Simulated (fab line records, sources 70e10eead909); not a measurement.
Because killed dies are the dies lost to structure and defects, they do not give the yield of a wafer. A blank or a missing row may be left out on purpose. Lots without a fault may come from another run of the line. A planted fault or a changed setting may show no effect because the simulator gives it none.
Struck lot and sound lot, side by side -- flow nand_harc -- 14 steps out of a route of 1302
Sound: these wafers, L720.2, L720.3, L720.5. Wafers struck: L728.2, L728.4, L728.6. At the end, the cause is stated.
At each step with rows: each side's tool, then ch and its chambers, then its first start. Under that, the readings that differ: sound wafers -- struck wafers -- difference of the means -- sigmas: that difference in standard deviations of wafers without a fault.
alike: same words and numbers on both sides, and readings whose means sit less than 2 such deviations apart. not compared: any withheld reading, any reading some wafer has no value for, any bound like >300 that may hide the same value, and any number with overlapping values for which the record gives no deviation.
A row with sigmas, a row that says differs or no value, or rows on one side alone: a step with any of these is where the two part. Numbers that have no deviation but don't overlap get no sigmas and don't part them. A reading missing from all wafers of one side parts the sides only when that side holds two or more wafers.

first, 8 steps without rows for these wafers: NHARC_A_STAIRCASE_HMDS_177 (time 30 s); NHARC_A_STAIRCASE_COAT_178; NHARC_A_STAIRCASE_SOFTBAKE_179 (time 170 s); NHARC_A_STAIRCASE_EBR_180; NHARC_A_STAIRCASE_EXPOSE_181 (exposes mask STAIR 2); NHARC_A_STAIRCASE_PEB_182 (peb time 130 s); NHARC_A_STAIRCASE_DEVELOP_183 (time 140 s); NHARC_A_STAIRCASE_HARDBAKE_185 (time 140 s).
NHARC_A_STAIRCASE_DESCUM_186: chemistry O2, time 3 s.
  sound on rie_diel-03 ch 0,1,3, day 15 23:03; struck on rie_diel-04 ch 0,2,3, day 19 05:53
  alike: chamber_pressure_mTorr, drypump_motor_current_A, mfc_ar_sccm, oes_product_au, rf_vpp_V, showerhead_plenum_p_Torr, throttle_valve_pct
  not compared: rf_hours_counter_h
NHARC_A_STAIRCASE_TRIM_187: chemistry O2, time 211.2 s.
  sound on rie_diel-03 ch 1,2,3, day 15 23:14; struck on rie_diel-04 ch 1,3, day 19 06:07
  alike: chamber_pressure_mTorr, drypump_motor_current_A, mfc_ar_sccm, oes_product_au, rf_vpp_V, run_length_s, showerhead_plenum_p_Torr, throttle_valve_pct
  not compared: rf_hours_counter_h
NHARC_A_STAIRCASE_ETCH_188: etches the open film in C4F8/O2, target depth 100 nm, time 40.5 s.
  sound on rie_diel-03 ch 0,1,2; struck on rie_diel-04 ch 0,2
  alike: chamber_pressure_mTorr, oes_product_au, rf_vpp_V
  not compared: rf_hours_counter_h
NHARC_A_STAIRCASE_TRIM_189: chemistry O2, time 211.2 s.
  sound on rie_diel-03 ch 0,2, day 15 23:29; struck on rie_diel-04 ch 0,1, day 19 06:21
reading,sound,struck,difference,sigmas
run_length_s (s),232.6 233.2 233.0,221.1 221.3 221.9,-11.5,-26
  alike: chamber_pressure_mTorr, drypump_motor_current_A, mfc_ar_sccm, oes_product_au, rf_vpp_V, showerhead_plenum_p_Torr, throttle_valve_pct
  not compared: rf_hours_counter_h
NHARC_A_STAIRCASE_ETCH_190: etches the open film in C4F8/O2, target depth 100 nm, time 40.5 s.
  sound on rie_diel-03 ch 0,1,2; struck on rie_diel-04 ch 0,3
  alike: chamber_pressure_mTorr, oes_product_au, rf_vpp_V
  not compared: rf_hours_counter_h
NHARC_END_SORT_01:
  the record has rows for the sound wafers here (prober-01 ch 0, day 25 04:43) and none for the struck ones

== WHERE THEY PART ==
Last at NHARC_END_SORT_01 as far as this record goes, first at NHARC_A_STAIRCASE_TRIM_189.

WHY: what had been put in by the simulator
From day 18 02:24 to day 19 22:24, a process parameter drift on rie_diel-04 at NHARC_A_STAIRCASE_TRIM_189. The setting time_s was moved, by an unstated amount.
